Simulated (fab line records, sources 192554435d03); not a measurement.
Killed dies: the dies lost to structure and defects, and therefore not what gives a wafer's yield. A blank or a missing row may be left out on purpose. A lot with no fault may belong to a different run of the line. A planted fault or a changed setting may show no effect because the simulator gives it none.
fab line records	flow n5Finfet
record: lots: 7	wafers: 39
route steps=1938 shown BEOL_M6@1239 BEOL_M9@1405 BEOL_M11@1575
startH: hours from the record's opening day to when the first of the lot's shown wafers began	waitH: how many hours have passed since the lot's step before this one	" same as the row above	L1.1+2: a single row standing in for several wafers	- value missing, or start not given	* or withheld: withheld	< > ~ a bound
route shown NAME@n: names a module that has steps shown in the file, with the first one's number in the route	usual: the fault-free wafers' mean and standard deviation	same: alike in all rows	chamber/n: place in a boat	sites: each site's reading	_std_site: the standard deviation of these	_edge_site: mean of outer sites minus mean of inner sites	radiusMm: for every site, how far away it sits from the centre of the wafer	mask NAME#n: copy n	behind: the most recent tool/chamber to have shaped the wafer	hold: the reason the lot was held/the length of the hold in hours/how it ended	device: names the non-switching transistor (n, p or np)	end of line: the same wafers' tests at the end of the route	where a step has no rows: the recipe by itself	killed: the dies lost at the first sort to structure and to defects; this is not the yield of the wafer	map: shows each die of a wafer: x if killed, . if not, _ if none is there
set.NAME: setting as actually run; set.NAME@STEP: the setting as run at that earlier step	model.NAME: the simulator's own value behind a step, which no gauge read
one table per step and one row per wafer, for lots whose settings were changed on purpose
== steps ==
step: N5_BEOL_M6_TRENCH_ETCH_37
recipe: chemistry: C4F6/O2	targetDepthA: 944.35	target: SiCOH_lowk	timeS: 31.5	ionEnergyEv: 250	pressureMtorr: 30	sourceW: 345	biasW: 185	Ar_flow_sccm: 300	C4F6_flow_sccm: 10	O2_flow_sccm: 10
lot.wafer	tool	chamber	startH	waitH	set.targetDepthA	model.etch.depthNm	model.BEOL_M6.featureDepthNm	model.TiN_of_BEOL_M6_HM_DEP_02.thkNm
L077.1	rieDiel-05	3	-	-	944.35	95.55	95.6	17.4
L077.2	"	0	"	"	1295	129.9	129.8	15.8
L077.3	"	2	"	"	944.35	96.5	96.4	17
L077.4	"	1	"	"	1295	131.9	132	16
L077.5	"	3	"	"	944.35	95.22	95.2	17
L077.6	"	2	"	"	1295	131.2	131.2	16
L081.1	rieDiel-06	1	-	-	1208	119.8	119.8	16.2
L081.2	"	0	"	"	1208	120.9	121	16.2
L081.3	"	2	"	"	944.35	93.52	93.6	17.2
L081.4	"	2	"	"	944.35	92.74	92.8	17
L081.5	"	0	"	"	944.35	94.27	94.2	17
L081.6	"	1	"	"	1208	121.1	121.2	16.2
L082.1	rieDiel-06	2	-	-	944.35	93.76	93.8	17.2
L082.2	"	0	"	"	944.35	94.98	95	17.2
L082.3	"	1	"	"	944.35	94.2	94.2	17.4
L082.4	"	0	"	"	944.35	94.75	94.8	17
L082.5	"	2	"	"	944.35	93.53	93.6	17.2
L082.6	"	1	"	"	944.35	94.99	95	17
L087.1	rieDiel-05	2	-	-	1424	145.9	145.8	15.6
L087.2	"	0	"	"	1424	141.4	141.4	15.8
L087.3	"	1	"	"	1424	143.1	143.2	15.8
L087.4	"	3	"	"	944.35	94.4	94.4	17
L087.5	"	1	"	"	944.35	95.7	95.6	17
L087.6	"	2	"	"	944.35	95.41	95.4	17.2
L089.1	rieDiel-05	1	-	-	1442	145.6	145.6	15.8
L089.2	"	0	"	"	944.35	95.43	95.4	17.2
L089.3	"	2	"	"	944.35	96.34	96.4	17.4
L089.4	"	3	"	"	1442	147.5	147.6	15.8
L089.5	"	3	"	"	944.35	96.01	96	17.2
L089.6	"	2	"	"	1442	147.7	147.8	15.8
L096.2	rieDiel-06	1	-	-	944.35	93.59	93.6	17.4
L096.4	"	1	"	"	944.35	93.77	93.8	17.2
L096.5	"	2	"	"	944.35	94.12	94.2	17.4
L097.1	rieDiel-06	0	-	-	944.35	94.68	94.6	17.2
L097.2	"	3	"	"	944.35	94.9	94.8	17.4
L097.3	"	2	"	"	777.7	78.53	78.6	17.8
L097.4	"	0	"	"	944.35	94.84	94.8	17.2
L097.5	"	2	"	"	777.7	78.23	78.2	17.8
L097.6	"	3	"	"	777.7	78.55	78.6	17.8
step: N5_BEOL_M6_ETCH_41
recipe: chemistry: CH3F/O2	target: SiCN	targetDepthA: 297	taperDeg: 2	timeS: 52	ionEnergyEv: 120	maskMaterial: TiN	pressureMtorr: 30	sourceW: 395	biasW: 75	Ar_flow_sccm: 150	CH3F_flow_sccm: 30	O2_flow_sccm: 20
step: N5_BEOL_M6_STRIP_80
recipe: chemistry: N2/H2	timeS: 10	powerW: 450	tempC: 40	pressureMtorr: 20	rfFrequencyHz: 6e+07	biasPowerW: 7	n2FlowSccm: 200	h2FlowSccm: 200
step: N5_BEOL_M6_OCD_MEAS_38
usual: trenchDepthNm: 94.3/1.1
lot.wafer	tool	chamber	startH	waitH	set.targetDepthA@BEOL_M6_TRENCH_ETCH_37	trenchDepthNm
L077.1	ocd-01	-	197.65	-	944.35	95.4
L077.2	"	-	"	"	1295	130.0
L077.3	"	-	"	"	944.35	96.3
L077.4	"	-	"	"	1295	132.3
L077.5	"	-	"	"	944.35	95.3
L077.6	"	-	"	"	1295	130.8
L081.1	ocd-01	-	228.16	-	1208	120.0
L081.2	"	-	"	"	1208	121.3
L081.3	"	-	"	"	944.35	93.3
L081.4	"	-	"	"	944.35	93.2
L081.5	"	-	"	"	944.35	94.8
L081.6	"	-	"	"	1208	121.3
L082.1	ocd-02	-	232.91	-	944.35	93.9
L082.2	"	-	"	"	944.35	95.5
L082.3	"	-	"	"	944.35	93.8
L082.4	"	-	"	"	944.35	94.7
L082.5	"	-	"	"	944.35	93.2
L082.6	"	-	"	"	944.35	95.1
L087.1	ocd-01	-	258.54	-	1424	-
L087.2	"	-	"	"	1424	141.3
L087.3	"	-	"	"	1424	143.1
L087.4	"	-	"	"	944.35	-
L087.5	"	-	"	"	944.35	-
L087.6	"	-	"	"	944.35	96.2
L089.1	ocd-01	-	271.68	-	1442	145.6
L089.2	"	-	"	"	944.35	95.4
L089.3	"	-	"	"	944.35	95.9
L089.4	"	-	"	"	1442	147.2
L089.5	"	-	"	"	944.35	96.3
L089.6	"	-	"	"	1442	147.8
L096.2	ocd-02	-	326.64	-	944.35	93.9
L096.4	"	-	"	"	944.35	94.1
L096.5	"	-	"	"	944.35	94.4
L097.1	ocd-01	-	337.29	-	944.35	94.4
L097.2	"	-	"	"	944.35	94.5
L097.3	"	-	"	"	777.7	78.4
L097.4	"	-	"	"	944.35	94.7
L097.5	"	-	"	"	777.7	78.1
L097.6	"	-	"	"	777.7	78.7
step: N5_BEOL_M6_HM_STRIP_39
recipe: chemistry: peroxideTinStrip	material: TiN	targetDepthA: 250	tempC: 50	timeS: 158
step: N5_BEOL_M6_SRD_40
recipe: timeS: 30	tempC: 23	rinseLiquid: diw	dry: ipaMarangoni
step: N5_BEOL_M6_ECD_50
recipe: material: Cu	targetThkA: 3000
step: N5_BEOL_M6_ANNEAL_51
recipe: tempC: 225	timeS: 90	ambient: N2
step: N5_BEOL_M6_CMP_52
recipe: stopOn: SiCOH_lowk	tOverpolishS: 6.9	downForcePsi: 1	platenRpm: 50	clearingPlatenDownForcePsi: 1.5	clearingPlatenRpm: 50	postCmpClean: cuAlkaline	targetThkNm: 80	clearingPlatenPadVelocityMS: 0.99484	padVelocityMS: 0.99484
lot.wafer	tool	chamber	startH	waitH	set.targetDepthA@BEOL_M6_TRENCH_ETCH_37	model.Cu_of_BEOL_M6_ECD_50.thkNm
L077.4	cmp-01	3	205.01	0.3	1295	117
L077.3+5	"	0,3	"	"	944.35	79.6
L077.2	"	1	"	"	1295	114.4
L077.1	"	2	"	"	944.35	80.6
L077.6	"	0	"	"	1295	117.4
L081.4	cmp-03	3	231.74	0.1	944.35	76.4
L081.3	"	0	"	"	944.35	77.4
L081.2+1	"	1,2	"	"	1208	105.4
L081.6	"	3	"	"	1208	106
L081.5	"	0	"	"	944.35	78
L082.4	cmp-03	1	236.59	0.1	944.35	83
L082.2	"	2	"	"	944.35	82.6
L082.1	"	3	"	"	944.35	80
L082.3	"	0	"	"	944.35	80.2
L082.5	"	1	"	"	944.35	81.2
L082.6	"	2	"	"	944.35	82.8
L087.4	cmp-04	3	265.14	0.1	944.35	81.2
L087.1	"	0	"	"	1424	132.2
L087.2	"	1	"	"	1424	127.8
L087.3	"	2	"	"	1424	130
L087.6	"	3	"	"	944.35	82.8
L087.5	"	0	"	"	944.35	81.6
L089.2+3	cmp-01	1,3	273.96	0.2	944.35	82.6
L089.1	"	2	"	"	1442	132.8
L089.4	"	0	"	"	1442	133.6
L089.5	"	1	"	"	944.35	82.4
L089.6	"	2	"	"	1442	133.4
L096.2	cmp-03	3	329.11	0.3	944.35	79.2
L096.4	"	0	"	"	944.35	79.8
L096.5	"	1	"	"	944.35	80.6
L097.4	cmp-03	2	339.36	0.1	944.35	81.6
L097.1	"	3	"	"	944.35	79.6
L097.2	"	0	"	"	944.35	79.4
L097.3+6	"	1,2	"	"	777.7	65.4
L097.5	"	3	"	"	777.7	64
step: N5_BEOL_M6_THK_MEAS_53
recipe: thkMeasGauge: xrf	reads: Cu_of_BEOL_M6_ECD_50
usual: M6_THK: 79.3/1.7
lot.wafer	tool	chamber	startH	waitH	set.targetDepthA@BEOL_M6_TRENCH_ETCH_37	M6_THK[nm]
L077.1	filmMetro-01	-	205.30	-	944.35	79.1
L077.2	"	-	"	"	1295	112.3
L077.3	"	-	"	"	944.35	78.2
L077.4	"	-	"	"	1295	114.5
L077.5	"	-	"	"	944.35	78.1
L077.6	"	-	"	"	1295	115.2
L081.1	filmMetro-01	-	232.03	-	1208	103.8
L081.2	"	-	"	"	1208	103.8
L081.3	"	-	"	"	944.35	75.8
L081.4	"	-	"	"	944.35	75.4
L081.5	"	-	"	"	944.35	76.8
L081.6	"	-	"	"	1208	104.1
L082.1	filmMetro-01	-	236.89	-	944.35	79.4
L082.2	"	-	"	"	944.35	81.8
L082.3	"	-	"	"	944.35	79.5
L082.4	"	-	"	"	944.35	82.4
L082.5	"	-	"	"	944.35	80.8
L082.6	"	-	"	"	944.35	81.8
L087.1	filmMetro-01	-	265.44	-	1424	-
L087.2	"	-	"	"	1424	127.4
L087.3	"	-	"	"	1424	129.6
L087.4	"	-	"	"	944.35	-
L087.5	"	-	"	"	944.35	-
L087.6	"	-	"	"	944.35	82.5
L089.1	filmMetro-02	-	274.25	-	1442	131.6
L089.2	"	-	"	"	944.35	82.1
L089.3	"	-	"	"	944.35	82.0
L089.4	"	-	"	"	1442	132.8
L089.5	"	-	"	"	944.35	81.9
L089.6	"	-	"	"	1442	132.7
L096.2	filmMetro-02	-	329.33	-	944.35	78.8
L096.4	"	-	"	"	944.35	79.1
L096.5	"	-	"	"	944.35	80.2
L097.1	filmMetro-02	-	339.65	-	944.35	79.3
L097.2	"	-	"	"	944.35	79.4
L097.3	"	-	"	"	777.7	65.6
L097.4	"	-	"	"	944.35	81.5
L097.5	"	-	"	"	777.7	63.9
L097.6	"	-	"	"	777.7	65.4
step: N5_BEOL_M6_PRE_CLEAN_55
recipe: gas: NH3	timeS: 15	tempC: withheld	rfPowerW: 300
step: N5_BEOL_M6_DEP_56
recipe: material: SiCN	targetThkA: 100	tempC: withheld	precursor: 3MS/NH3	pressureTorr: 3	rfW: 202	timeS: 17.5
step: N5_BEOL_M6_RS_MEAS_57
recipe: thkMeasGauge: four-point-probe	reads: Cu_of_BEOL_M6_ECD_50+Co_of_BEOL_M6_CVD_78+TaN_of_BEOL_M6_ALD_77
usual: M6_RS: 0.286/0.0068
lot.wafer	tool	chamber	startH	waitH	set.targetDepthA@BEOL_M6_TRENCH_ETCH_37	M6_RS[ohm/sq]
L077.1	filmMetro-02	-	205.47	0.1	944.35	0.283
L077.2	"	-	"	"	1295	0.190
L077.3	"	-	"	"	944.35	0.288
L077.4	"	-	"	"	1295	0.185
L077.5	"	-	"	"	944.35	0.288
L077.6	"	-	"	"	1295	0.185
L081.1	filmMetro-02	-	232.16	0.1	1208	0.208
L081.2	"	-	"	"	1208	0.208
L081.3	"	-	"	"	944.35	0.297
L081.4	"	-	"	"	944.35	0.301
L081.5	"	-	"	"	944.35	0.295
L081.6	"	-	"	"	1208	0.207
L082.1	filmMetro-02	-	237.02	0.1	944.35	0.286
L082.2	"	-	"	"	944.35	0.276
L082.3	"	-	"	"	944.35	0.285
L082.4	"	-	"	"	944.35	0.274
L082.5	"	-	"	"	944.35	0.280
L082.6	"	-	"	"	944.35	0.275
L087.1	filmMetro-02	-	265.57	0.1	1424	-
L087.2	"	-	"	"	1424	0.167
L087.3	"	-	"	"	1424	0.164
L087.4	"	-	"	"	944.35	-
L087.5	"	-	"	"	944.35	-
L087.6	"	-	"	"	944.35	0.275
L089.1	filmMetro-02	-	274.38	0.1	1442	0.160
L089.2	"	-	"	"	944.35	0.275
L089.3	"	-	"	"	944.35	0.276
L089.4	"	-	"	"	1442	0.159
L089.5	"	-	"	"	944.35	0.275
L089.6	"	-	"	"	1442	0.160
L096.2	filmMetro-02	-	329.46	0.1	944.35	0.290
L096.4	"	-	"	"	944.35	0.286
L096.5	"	-	"	"	944.35	0.284
L097.1	filmMetro-02	-	339.78	0.1	944.35	0.288
L097.2	"	-	"	"	944.35	0.289
L097.3	"	-	"	"	777.7	0.364
L097.4	"	-	"	"	944.35	0.279
L097.5	"	-	"	"	777.7	0.374
L097.6	"	-	"	"	777.7	0.364
step: N5_BEOL_M9_HM_DEP_02
recipe: material: TiN	targetThkA: 200	tempC: 25	chamberPressurePa: 0.49996
lot.wafer	tool	chamber	startH	waitH	set.targetThkA	model.TiN_of_BEOL_M9_HM_DEP_02.thkNm
L077.1+5	pvdSputter-02	-	227.79	1.8	265.1	26.2
L077.2	"	-	"	"	265.1	26.4
L077.3+4	"	-	"	"	200	19.8
L077.6	"	-	"	"	200	20
L081.1+6	pvdSputter-02	-	246.53	1.7	165.7	16.8
L081.2	"	-	"	"	200	20
L081.3+4	"	-	"	"	200	20.2
L081.5	"	-	"	"	165.7	16.6
L082.1+4	pvdSputter-03	-	254.24	0.7	200	20
L082.2	"	-	"	"	200	20.4
L082.3+6	"	-	"	"	200	20.2
L082.5	"	-	"	"	200	19.8
L087.1+2+3+4+5+6	pvdSputter-01	-	283.26	0.1	200	20
L089.1	pvdSputter-03	-	295.00	1.1	200	19.8
L089.2+6	"	-	"	"	124.8	12.6
L089.3+4	"	-	"	"	200	20.2
L089.5	"	-	"	"	124.8	12.8
L096.2+4	pvdSputter-01	-	349.12	0.7	200	20.2
L096.5	"	-	"	"	200	19.8
L097.1	pvdSputter-03	-	358.07	1.9	127.9	12.6
L097.2+3	"	-	"	"	200	19.8
L097.4	"	-	"	"	127.9	12.2
L097.5	"	-	"	"	127.9	12.8
L097.6	"	-	"	"	200	20
step: N5_BEOL_M9_COAT_59
recipe: resist: SOC	tempC: 250	timeS: 60	spinRpm: 1500	resistThkNm: 100
step: N5_BEOL_M9_COAT_60
recipe: resist: SiARC	tempC: 220	timeS: 60	spinRpm: 1500	resistThkNm: 30
step: N5_BEOL_M9_STRIP_68
recipe: chemistry: N2/H2	tempC: 40	n2FlowSccm: 200	h2FlowSccm: 200	rfFrequencyHz: 6e+07
step: N5_BEOL_M9_STRIP_67
recipe: chemistry: CF4	resist: SiARC	powerW: 300	biasPowerW: 75	pressureMtorr: 50	cf4FlowSccm: 150	rfFrequencyHz: 6e+07
step: N5_BEOL_M9_HM_OPEN_17
recipe: chemistry: Cl2/BCl3	targetDepthA: 200	overetchA: 60	target: TiN	maskMaterial: SOC	ionEnergyEv: 150	pressureMtorr: 10	icpW: 1000	biasW: 126	Cl2_flow_sccm: 53.25	bcl3FlowSccm: 21.75	Ar_flow_sccm: 25
lot.wafer	tool	chamber	startH	waitH	set.targetThkA@BEOL_M9_HM_DEP_02	model.etch.depthNm
L077.1	rieMetal-03	0	228.57	0.0	265.1	26.14
L077.2	"	1	"	"	265.1	25.26
L077.3	"	0	"	"	200	19.89
L077.4	"	1	"	"	200	19.86
L077.5	"	1	"	"	265.1	25.29
L077.6	"	0	"	"	200	20.07
L081.1	rieMetal-03	0	247.59	0.0	165.7	16.8
L081.2	"	1	"	"	200	20.05
L081.3	"	1	"	"	200	20.12
L081.4	"	0	"	"	200	20.13
L081.5	"	1	"	"	165.7	16.68
L081.6	"	0	"	"	165.7	16.81
L082.1	rieMetal-01	0	255.21	0.0	200	20.01
L082.2	"	1	"	"	200	20.34
L082.3+6	"	0	"	"	200	20.2
L082.4	"	1	"	"	200	19.91
L082.5	"	1	"	"	200	19.85
L087.1	rieMetal-01	1	286.02	0.0	200	19.99
L087.2	"	0	"	"	200	20
L087.3	"	1	"	"	200	20.06
L087.4	"	0	"	"	200	20.08
L087.5	"	0	"	"	200	19.93
L087.6	"	1	"	"	200	19.98
L089.1	rieMetal-01	1	295.87	0.0	200	19.83
L089.2	"	0	"	"	124.8	12.68
L089.3	"	1	"	"	200	20.13
L089.4	"	0	"	"	200	20.2
L089.5	"	0	"	"	124.8	12.78
L089.6	"	1	"	"	124.8	12.6
L096.2	rieMetal-02	0	350.00	0.0	200	20.21
L096.4	"	0	"	"	200	20.12
L096.5	"	0	"	"	200	19.9
L097.1	rieMetal-02	1	358.93	0.0	127.9	12.58
L097.2	"	0	"	"	200	19.9
L097.3	"	0	"	"	200	19.83
L097.4	"	1	"	"	127.9	12.29
L097.5	"	1	"	"	127.9	12.72
L097.6	"	0	"	"	200	19.98
step: N5_BEOL_M11_VIA_ETCH_34
recipe: chemistry: C4F6/O2	target: SiCOH_lowk	targetDepthA: 1845	maskMaterial: SOC	taperDeg: 4	timeS: 69.2	ionEnergyEv: 250	pressureMtorr: 30	sourceW: 345	biasW: 185	Ar_flow_sccm: 300	C4F6_flow_sccm: 10	O2_flow_sccm: 10
lot.wafer	tool	chamber	startH	waitH	set.timeS	model.etch.depthNm	model.SOC_of_BEOL_M11_COAT_63.thkNm
L077.1	rieDiel-02	1	246.73	0.0	82.29	221.3	90.6
L077.2	"	3	"	"	69.2	186.4	91.8
L077.3	"	2	"	"	69.2	189.4	91.6
L077.4	"	0	"	"	69.2	182.1	92
L077.5	"	3	"	"	82.29	221.2	90.6
L077.6	"	0	"	"	82.29	213.7	90.6
L081.1	rieDiel-02	1	267.87	0.0	48.01	128	94.6
L081.2	"	2	"	"	69.2	186.4	92.2
L081.3	"	3	"	"	69.2	184.3	92.6
L081.4	"	0	"	"	48.01	124.8	94.8
L081.5	"	3	"	"	48.01	128.2	94.6
L081.6	"	0	"	"	69.2	179.4	92.2
L082.1	rieDiel-04	0	272.03	0.0	58.02	150.9	93
L082.2	"	1	"	"	69.2	180.1	92
L082.3	"	3	"	"	58.02	152.7	92.8
L082.4	"	2	"	"	58.02	154.8	93
L082.5	"	0	"	"	69.2	181.6	91.8
L082.6	"	1	"	"	69.2	182.7	92
L087.1	rieDiel-04	1	305.32	0.0	103.1	270.5	88.6
L087.2	"	2	"	"	69.2	185.3	92.2
L087.3	"	0	"	"	69.2	181.6	92.4
L087.4	"	1	"	"	69.2	180.1	92.2
L087.5	"	2	"	"	103.1	275.5	88.4
L087.6	"	0	"	"	103.1	269.4	88.6
L089.1	rieDiel-04	1	311.32	0.0	69.2	183.3	91.8
L089.2	"	0	"	"	69.2	182.8	91.8
L089.3	"	2	"	"	53.45	144.5	93.6
L089.4	"	0	"	"	53.45	141.5	93.4
L089.5	"	2	"	"	69.2	187.8	91.8
L089.6	"	1	"	"	53.45	142	93.6
L096.2	rieDiel-04	3	365.98	0.0	69.2	190	92
L096.4	"	0	"	"	69.2	185.3	92.4
L096.5	"	1	"	"	69.2	181.9	92.4
L097.1	rieDiel-03	3	377.01	0.0	69.2	181.6	92.2
L097.2	"	0	"	"	69.2	183	91.8
L097.3	"	2	"	"	27.7	73.34	97
L097.4	"	1	"	"	27.7	75.67	96.8
L097.5	"	2	"	"	27.7	73.21	96.8
L097.6	"	3	"	"	69.2	181.1	92
== key ==
split: step: N5_BEOL_M6_TRENCH_ETCH_37	setting: targetDepthA	stated: 944.35	by: wafer
response: step: N5_BEOL_M6_TRENCH_ETCH_37	reading: model.etch.depthNm	change: +0.958	per: 1%	r: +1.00
response: step: N5_BEOL_M6_TRENCH_ETCH_37	reading: model.BEOL_M6.featureDepthNm	change: +0.958	per: 1%	r: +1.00
response: step: N5_BEOL_M6_TRENCH_ETCH_37	reading: model.TiN_of_BEOL_M6_HM_DEP_02.thkNm	change: -0.0285	per: 1%	r: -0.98
response: step: N5_BEOL_M6_OCD_MEAS_38	reading: trenchDepthNm	change: +0.951	per: 1%	r: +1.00
response: step: N5_BEOL_M6_CMP_52	reading: model.Cu_of_BEOL_M6_ECD_50.thkNm	change: +0.962	per: 1%	r: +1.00
response: step: N5_BEOL_M6_THK_MEAS_53	reading: M6_THK	change: +0.947	per: 1%	r: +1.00
response: step: N5_BEOL_M6_RS_MEAS_57	reading: M6_RS	change: -0.00254	per: 1%	r: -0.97
split: step: N5_BEOL_M9_HM_DEP_02	setting: targetThkA	stated: 200	by: wafer
response: step: N5_BEOL_M9_HM_DEP_02	reading: model.TiN_of_BEOL_M9_HM_DEP_02.thkNm	change: +0.199	per: 1%	r: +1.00
response: step: N5_BEOL_M9_HM_OPEN_17	reading: model.etch.depthNm	change: +0.193	per: 1%	r: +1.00
split: step: N5_BEOL_M11_VIA_ETCH_34	setting: timeS	stated: 69.2	by: wafer
response: step: N5_BEOL_M11_VIA_ETCH_34	reading: model.etch.depthNm	change: +1.81	per: 1%	r: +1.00
response: step: N5_BEOL_M11_VIA_ETCH_34	reading: model.SOC_of_BEOL_M11_COAT_63.thkNm	change: -0.0774	per: 1%	r: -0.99
